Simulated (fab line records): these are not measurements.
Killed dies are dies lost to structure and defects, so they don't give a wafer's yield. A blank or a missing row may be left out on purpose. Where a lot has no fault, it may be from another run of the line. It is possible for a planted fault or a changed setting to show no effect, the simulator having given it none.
fab line records	flow nand_harc
[record] lots = 10	wafers = 30	last_day = 33
route steps=1302 shown A_CHANNEL_HOLE_D1@464 A_CHANNEL_FILL_D1@492 END@1301
lots that met no fault: from a run of the same line without faults
start_h: start of the lot's first displayed wafer, in hours after the record's first day	wait_h: how many hours have passed since the lot's step before this one	" unchanged from the row above	L1.1+2: several wafers, shown together as one row	- no value present, or no start provided	* or withheld: withheld	< > ~ a bound
route shown NAME@n: a module of which the file shows steps, and the number in the route of the first	usual: mean and standard deviation over wafers with no fault	same: alike in all rows	chamber/n: place in a boat	sites: per-site readings	_std_site: standard deviation across them	_edge_site: outer sites' mean less inner sites'	radius_mm: for every site, how far away it sits from the centre of the wafer	mask NAME#n: copy n	behind: the most recent tool/chamber to have shaped the wafer	hold: cause of the lot's hold/its duration in hours/its outcome	device: whichever transistor did not switch (one of n, p or np)	end of line: the route-end tests of the same wafers	where a step has no rows: the recipe by itself	killed: dies that structure and defects cost at the first sort, which is not the same as the wafer's yield	map: dies across one wafer; x = killed, . = not, _ = none there
set.NAME: the setting as run; set.NAME@STEP: as run at that earlier step	model.NAME: the simulator's own value behind a step, which no gauge read
the route's steps for a sample of lots (tables are steps, rows are wafers)
services: when a tool's chamber went out of use (start_h, in hours from the record's first day, below 0 if earlier), for how many hours, and the reason
[[steps]]
[step NHARC_A_CHANNEL_HOLE_D1_INSPECT_12]
[usual] raw_defect_count = 5.2/2.6
lot.wafer	tool	chamber	start_h	wait_h	raw_defect_count
L746.1	defect_inspect-01	-	181.50	0.0	7
L746.2	"	-	"	"	5
L746.6	"	-	"	"	6
L747.1	defect_inspect-02	-	187.81	0.0	3
L747.3	"	-	"	"	8
L747.6	"	-	"	"	3
L752.1	defect_inspect-02	-	239.78	0.0	4
L752.4	"	-	"	"	5
L752.6	"	-	"	"	3
L756.2	defect_inspect-02	-	283.30	0.0	3
L756.3	"	-	"	"	0
L756.5	"	-	"	"	5
L757.2	defect_inspect-02	-	296.55	0.0	6
L757.4	"	-	"	"	7
L757.5	"	-	"	"	6
L759.4	defect_inspect-01	-	310.45	0.0	2
L759.5	"	-	"	"	9
L759.6	"	-	"	"	6
L761.3	defect_inspect-01	-	323.74	0.0	5
L761.5	"	-	"	"	6
L761.6	"	-	"	"	2
L762.1	defect_inspect-01	-	346.50	0.0	4
L762.3	"	-	"	"	6
L762.5	"	-	"	"	5
L763.1	defect_inspect-02	-	346.66	0.0	6
L763.2	"	-	"	"	6
L763.5	"	-	"	"	7
L769.1	defect_inspect-01	-	417.74	0.0	4
L769.2	"	-	"	"	7
L769.4	"	-	"	"	8
[step NHARC_A_CHANNEL_HOLE_D1_ETCH_38]
[recipe] target_depth_a = 390	over_etch_frac = 0.3	time_s = 65	ion_energy_ev = 80	cf4_flow_sccm = 150	ar_flow_sccm = 0	rf_w = 300	bias_w = 100	chemistry = CF4
[usual] drypump_motor_current_A = 5.7/0.49	oes_product_au = 0.997/0.0079	rf_vpp_V = 151.2/1.1	showerhead_plenum_p_Torr = 1.76/0.053	throttle_valve_pct = 13.284/0.0086
lot.wafer	tool	chamber	start_h	wait_h	drypump_motor_current_A	oes_product_au	rf_hours_counter_h	rf_vpp_V	showerhead_plenum_p_Torr	throttle_valve_pct
L746.2	rie_diel-12	3	181.65	0.1	6.0	0.998	5	151.5	1.72	13.284
L746.1	"	0	"	"	6.4	0.997	6	153.3	1.83	13.279
L746.6	"	0	"	"	6.5	0.998	-	152.6	1.83	13.291
L747.1	rie_diel-12	1	187.97	0.1	5.1	1.003	6	150.5	1.75	13.282
L747.3	"	2	"	"	5.7	1.001	6	149.5	1.73	13.280
L747.6	"	1	"	"	5.1	0.999	-	150.6	1.75	13.276
L752.1	rie_diel-12	2	239.93	0.1	5.7	0.996	11	150.9	1.73	13.282
L752.4	"	3	"	"	6.1	0.990	10	152.6	1.72	13.292
L752.6	"	3	"	"	6.0	0.986	-	150.0	1.72	13.283
L756.3	rie_diel-12	0	283.45	0.1	6.5	0.992	0	153.0	1.83	13.273
L756.2	"	2	"	"	5.7	1.005	0	149.1	1.73	13.285
L756.5	"	1	"	"	5.1	0.989	-	151.0	1.75	13.302
L757.2	rie_diel-05	3	296.70	0.1	5.3	1.000	22	149.8	1.72	13.300
L757.4	"	1	"	"	6.0	1.014	24	150.7	1.68	13.288
L757.5	"	3	"	"	5.3	1.015	-	150.4	1.72	13.302
L759.4	rie_diel-12	2	310.59	0.1	5.7	0.987	3	151.9	1.73	13.276
L759.5	"	2	"	"	5.7	0.995	-	151.3	1.73	13.265
L759.6	"	3	"	"	6.1	0.991	-	151.1	1.72	13.271
L761.3	rie_diel-12	2	323.90	0.1	5.7	0.997	5	153.6	1.73	13.282
L761.6	"	0	"	"	6.5	0.999	-	153.0	1.83	13.297
L761.5	"	1	"	"	5.1	0.992	-	150.4	1.75	13.275
L762.3	rie_diel-12	0	346.65	0.1	6.5	0.988	6	150.2	1.83	13.273
L762.1	"	1	"	"	5.1	0.995	6	152.0	1.75	13.280
L762.5	"	3	"	"	6.0	1.007	-	151.0	1.72	13.291
L763.1	rie_diel-12	1	346.91	0.2	5.1	0.996	6	151.4	1.75	13.282
L763.2	"	3	"	"	6.0	1.003	6	150.2	1.72	13.273
L763.5	"	2	"	"	5.7	1.000	-	152.0	1.73	13.276
L769.4	rie_diel-12	1	417.88	0.1	5.1	0.990	11	151.6	1.75	13.284
L769.1	"	2	"	"	5.7	1.003	12	150.2	1.73	13.287
L769.2	"	0	"	"	6.5	1.009	12	151.8	1.83	13.288
[step NHARC_A_CHANNEL_FILL_D1_ALD_02]
[recipe] target_thk_a = 60	pulse_time_s = 10	ald_cycles = 60	temp_c = 300	material = SiO2
[usual] ald_cycles = 60/0	heater_power_w = 501/48	precursor_pulse_height_rel = 0.997/0.019
[same] pulse_time_s = 10
lot.wafer	tool	chamber	start_h	wait_h	ald_cycles	heater_power_w	precursor_pulse_height_rel
L746.1	ald_hk-04	0	191.36	-	60	431	1.009
L746.2	"	3	"	"	60	590	1.001
L746.6	"	1	"	"	60	486	1.002
L747.1	ald_hk-03	2	195.10	-	60	490	0.986
L747.3	"	3	"	"	60	594	0.984
L747.6	"	0	"	"	60	510	1.003
L752.4	ald_hk-01	0	248.10	-	60	484	0.997
L752.1	"	2	"	"	60	568	0.958
L752.6	"	1	"	"	60	470	0.979
L756.3	ald_hk-03	3	290.51	-	60	557	1.017
L756.2	"	0	"	"	60	488	0.996
L756.5	"	2	"	"	60	476	0.986
L757.2	ald_hk-03	2	303.72	-	60	469	0.996
L757.4	"	1	"	"	60	516	0.964
L757.5	"	2	"	"	60	486	0.978
L759.4	ald_hk-03	1	317.55	-	60	497	0.998
L759.6	"	1	"	"	60	501	1.028
L759.5	"	2	"	"	60	467	1.013
L761.3	ald_hk-01	0	331.06	-	60	490	1.012
L761.6	"	1	"	"	60	455	0.985
L761.5	"	2	"	"	60	580	1.010
L762.1	ald_hk-03	2	353.89	-	38	489	0.977
L762.3	"	3	"	"	38	577	0.995
L762.5	"	1	"	"	38	496	0.996
L763.2	ald_hk-03	0	354.55	-	38	505	0.985
L763.1	"	1	"	"	38	489	1.033
L763.5	"	2	"	"	38	473	0.967
L769.4	ald_hk-04	3	424.89	-	60	577	0.985
L769.1	"	0	"	"	60	447	1.009
L769.2	"	1	"	"	60	469	0.989
[step NHARC_A_CHANNEL_FILL_D1_ALD_16]
[recipe] target_thk_a = 15	pulse_time_s = 10	ald_cycles = 15	temp_c = 300	material = SiO2
[usual] ald_cycles = 15/0	heater_power_w = 499/46	precursor_pulse_height_rel = 1.001/0.02
[same] pulse_time_s = 10
lot.wafer	tool	chamber	start_h	wait_h	ald_cycles	heater_power_w	precursor_pulse_height_rel
L746.2	ald_hk-03	1	203.68	0.0	15	492	0.994
L746.1	"	2	"	"	15	490	1.002
L746.6	"	1	"	"	15	512	0.993
L747.3	ald_hk-04	1	207.14	0.1	15	491	1.030
L747.1	"	2	"	"	15	484	1.006
L747.6	"	1	"	"	15	477	1.006
L752.4	ald_hk-01	3	260.44	0.1	15	424	1.014
L752.1	"	1	"	"	15	464	0.987
L752.6	"	3	"	"	15	427	0.997
L756.2	ald_hk-03	3	303.16	0.6	15	552	1.003
L756.3	"	0	"	"	15	497	0.976
L756.5	"	3	"	"	15	558	1.029
L757.2	ald_hk-03	1	315.36	0.1	15	483	1.016
L757.4	"	3	"	"	15	557	1.012
L757.5	"	1	"	"	15	507	0.997
L759.4	ald_hk-01	1	329.72	0.0	15	464	0.994
L759.6	"	1	"	"	15	475	1.023
L759.5	"	2	"	"	15	567	1.000
L761.3	ald_hk-03	0	343.08	0.1	15	496	1.002
L761.5	"	2	"	"	15	490	1.016
L761.6	"	3	"	"	15	568	1.010
L763.2	ald_hk-03	0	365.95	0.0	15	489	0.985
L763.1	"	3	"	"	15	563	1.012
L763.5	"	1	"	"	15	504	0.982
L762.3	ald_hk-04	1	365.97	0.1	15	480	1.017
L762.1	"	2	"	"	15	510	1.040
L762.5	"	0	"	"	15	447	1.006
L769.4	ald_hk-03	1	437.99	0.0	15	474	1.016
L769.2	"	2	"	"	15	480	0.968
L769.1	"	0	"	"	15	485	1.013
[step NHARC_END_WLT_00]
[usual] VT_DECK1_BOTTOM = 0.873/0.0081	VT_DECK1_BOTTOM_INNER = 0.873/0.008	VT_DECK1_MEDIAN_NEAR_BOTTOM = 0.874/0.0082	VT_DECK1_MEDIAN_NEAR_BOTTOM_INNER = 0.874/0.0084	VT_DECK1_MIDDLE = 0.885/0.0079	VT_DECK1_MIDDLE_INNER = 0.885/0.0083	VT_DECK1_TOP = 0.897/0.0088	VT_DECK1_TOP_INNER = 0.897/0.0084	VT_DECK2_BOTTOM = 0.869/0.0061	VT_DECK2_BOTTOM_INNER = 0.870/0.0058	VT_DECK2_MEDIAN_NEAR_BOTTOM = 0.871/0.0067	VT_DECK2_MEDIAN_NEAR_BOTTOM_INNER = 0.870/0.0064	VT_DECK2_MIDDLE = 0.883/0.006	VT_DECK2_MIDDLE_INNER = 0.882/0.007	VT_DECK2_TOP = 0.893/0.0065	VT_DECK2_TOP_INNER = 0.893/0.0066
lot.wafer	tool	chamber	start_h	wait_h	VT_DECK1_BOTTOM	VT_DECK1_BOTTOM_INNER	VT_DECK1_MEDIAN_NEAR_BOTTOM	VT_DECK1_MEDIAN_NEAR_BOTTOM_INNER	VT_DECK1_MIDDLE	VT_DECK1_MIDDLE_INNER	VT_DECK1_TOP	VT_DECK1_TOP_INNER	VT_DECK2_BOTTOM	VT_DECK2_BOTTOM_INNER	VT_DECK2_MEDIAN_NEAR_BOTTOM	VT_DECK2_MEDIAN_NEAR_BOTTOM_INNER	VT_DECK2_MIDDLE	VT_DECK2_MIDDLE_INNER	VT_DECK2_TOP	VT_DECK2_TOP_INNER
L746.1	prober-01	-	561.91	0.0	0.884	0.879	0.881	0.889	0.897	0.890	0.898	0.901	0.865	0.871	0.871	0.872	0.886	0.884	0.899	0.889
L746.2	"	-	"	"	0.872	0.867	0.866	0.868	0.880	0.880	0.899	0.894	0.871	0.872	0.863	0.861	0.877	0.883	0.893	0.892
L746.6	"	-	564.40	2.5	0.874	0.878	0.873	0.873	0.889	0.877	0.898	0.896	0.874	0.868	0.878	0.877	0.884	0.872	0.891	0.885
L747.1	prober-02	-	561.93	0.1	0.867	0.874	0.886	0.874	0.885	0.895	0.897	0.897	0.876	0.872	0.869	0.874	0.896	0.893	0.901	0.902
L747.3	"	-	562.93	1.1	0.883	0.872	0.876	0.879	0.886	0.889	0.903	0.905	0.880	0.874	0.888	0.873	0.882	0.899	0.907	0.899
L747.6	"	-	564.43	2.6	0.878	0.873	0.872	0.869	0.886	0.889	0.914	0.897	0.880	0.878	0.881	0.881	0.893	0.892	0.900	0.905
L752.1	prober-02	-	621.26	0.1	0.869	0.858	0.863	0.867	0.876	0.872	0.898	0.885	0.866	0.864	0.871	0.873	0.881	0.879	0.891	0.893
L752.4	"	-	622.76	1.6	0.861	0.865	0.870	0.870	0.880	0.878	0.888	0.882	0.871	0.864	0.867	0.867	0.880	0.874	0.894	0.888
L752.6	"	-	623.76	2.6	0.863	0.864	0.861	0.849	0.879	0.874	0.899	0.890	0.866	0.876	0.867	0.871	0.878	0.881	0.891	0.892
L757.2	prober-02	-	672.79	0.6	0.875	0.875	0.868	0.880	0.885	0.885	0.892	0.908	0.865	0.869	0.865	0.865	0.883	0.865	0.888	0.879
L757.4	"	-	673.81	1.6	0.869	0.874	0.874	0.873	0.877	0.885	0.898	0.898	0.860	0.865	0.872	0.877	0.879	0.884	0.882	0.887
L757.5	"	-	"	"	0.876	0.877	0.879	0.878	0.884	0.890	0.895	0.895	0.865	0.861	0.857	0.863	0.871	0.873	0.878	0.887
L756.2	prober-01	-	680.55	8.3	0.870	0.866	0.866	0.872	0.887	0.888	0.901	0.889	0.871	0.863	0.869	0.869	0.876	0.882	0.892	0.892
L756.3	"	-	"	"	0.867	0.865	0.864	0.872	0.888	0.893	0.897	0.897	0.862	0.867	0.871	0.866	0.882	0.879	0.895	0.889
L756.5	"	-	"	"	0.873	0.873	0.871	0.883	0.879	0.880	0.894	0.897	0.877	0.875	0.871	0.876	0.877	0.883	0.896	0.896
L759.4	prober-01	-	689.45	3.7	0.876	0.872	0.869	0.867	0.879	0.888	0.905	0.906	0.859	0.859	0.853	0.865	0.893	0.887	0.883	0.879
L759.5	"	-	"	"	0.872	0.888	0.872	0.881	0.889	0.886	0.901	0.899	0.861	0.859	0.856	0.865	0.877	0.877	0.892	0.886
L759.6	"	-	"	"	0.878	0.866	0.875	0.876	0.886	0.880	0.900	0.901	0.870	0.865	0.860	0.859	0.872	0.869	0.881	0.882
L761.3	prober-02	-	704.24	1.1	0.880	0.875	0.878	0.885	0.885	0.889	0.901	0.895	0.865	0.865	0.863	0.867	0.886	0.897	0.897	0.892
L761.5	"	-	705.26	2.1	0.878	0.878	0.878	0.881	0.885	0.883	0.899	0.898	0.868	0.864	0.876	0.878	0.891	0.885	0.897	0.903
L761.6	"	-	"	"	0.876	0.877	0.875	0.874	0.887	0.892	0.916	0.906	0.866	0.877	0.869	0.878	0.883	0.888	0.891	0.888
L763.1	prober-02	-	718.20	0.1	0.855	0.845	0.857	0.856	0.855	0.867	0.865	0.868	0.879	0.875	0.876	0.882	0.894	0.898	0.905	0.904
L763.2	"	-	"	"	0.846	0.857	0.849	0.846	0.867	0.864	0.876	0.879	0.886	0.874	0.881	0.879	0.891	0.888	0.908	0.909
L763.5	"	-	720.20	2.1	0.851	0.850	0.855	0.858	0.859	0.849	0.880	0.868	0.877	0.876	0.869	0.874	0.885	0.891	0.899	0.898
L762.1	prober-01	-	738.17	0.0	0.851	0.851	0.847	0.842	0.861	0.856	0.863	0.851	0.871	0.870	0.865	0.873	0.877	0.887	0.895	0.898
L762.3	"	-	739.18	1.1	0.843	0.845	0.847	0.845	0.854	0.855	0.861	0.859	0.874	0.865	0.865	0.865	0.882	0.891	0.901	0.891
L762.5	"	-	740.19	2.1	0.847	0.842	0.844	0.838	0.853	0.851	0.866	0.862	0.866	0.866	0.871	0.868	0.887	0.888	0.900	0.897
L769.1	prober-01	-	789.15	0.0	0.872	0.866	0.876	0.872	0.891	0.887	0.898	0.904	0.872	0.871	0.888	0.877	0.890	0.883	0.891	0.901
L769.2	"	-	"	"	0.871	0.873	0.875	0.881	0.884	0.897	0.902	0.901	0.874	0.876	0.878	0.870	0.884	0.892	0.893	0.897
L769.4	"	-	790.65	1.5	0.878	0.891	0.888	0.893	0.890	0.888	0.912	0.898	0.873	0.871	0.874	0.880	0.883	0.883	0.892	0.899
[[services]]
tool	chamber	start_h	hours	kind
rie_diel-12	3	161.16	6.3	repair
ald_hk-04	-	183.70	0.6	repair
ald_hk-03	-	214.11	10.0	pm
ald_hk-03	0	214.11	10.0	vent_cycle
ald_hk-03	1	214.11	10.0	vent_cycle
ald_hk-03	2	214.11	10.0	vent_cycle
ald_hk-03	3	214.11	10.0	vent_cycle
rie_diel-12	0	221.18	11.2	repair
ald_hk-03	0	224.11	-	clean
ald_hk-03	1	224.11	-	clean
ald_hk-03	2	224.11	-	clean
rie_diel-05	-	229.62	9.0	pm
rie_diel-12	3	240.37	8.1	repair
rie_diel-05	3	247.37	4.5	repair
ald_hk-04	-	256.31	3.3	repair
rie_diel-12	-	268.40	9.0	pm
ald_hk-01	-	299.49	10.0	pm
rie_diel-12	3	337.64	1.8	repair
ald_hk-01	-	365.90	0.8	repair
rie_diel-12	1	393.93	9.4	repair
rie_diel-05	-	406.83	9.0	pm
rie_diel-05	-	425.45	2.7	repair
rie_diel-12	1	426.76	6.1	repair
ald_hk-04	-	437.59	10.0	pm
[[key]]
[first_sign] step = NHARC_A_CHANNEL_FILL_D1_ALD_02	reading = ald_cycles	direction = down	sigmas = 99+	usual = 60	struck = 38
[effect] step = NHARC_END_WLT_00	reading = VT_DECK1_TOP_INNER	direction = down	sigmas = 3.8	usual = 0.897	struck = 0.865
met_at NHARC_A_CHANNEL_FILL_D1_ALD_02
struck_lots L762,L763
tester_left_out L762,L763
not_acting_at NHARC_A_CHANNEL_HOLE_D1_INSPECT_12,NHARC_A_CHANNEL_HOLE_D1_ETCH_38,NHARC_A_CHANNEL_FILL_D1_ALD_16
onset_between 317.55 353.89
[fault] kind = process_parameter_drift	tool = ald_hk-03	chamber = -	onset_h = 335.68	steps = NHARC_A_CHANNEL_FILL_D1_ALD_02	channel = ald_cycles	offset = -22	shape = step	end_h = 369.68	acts_in = these_recipes_only	stated = 60
// tester_left_out: of these lots the tester's yield and bins aren't shown, on N5 and GAA mostly nor the transistor test; their killed dies are dies lost to structure and defects alone, not to doping, threshold or leakage, so they don't give the yield
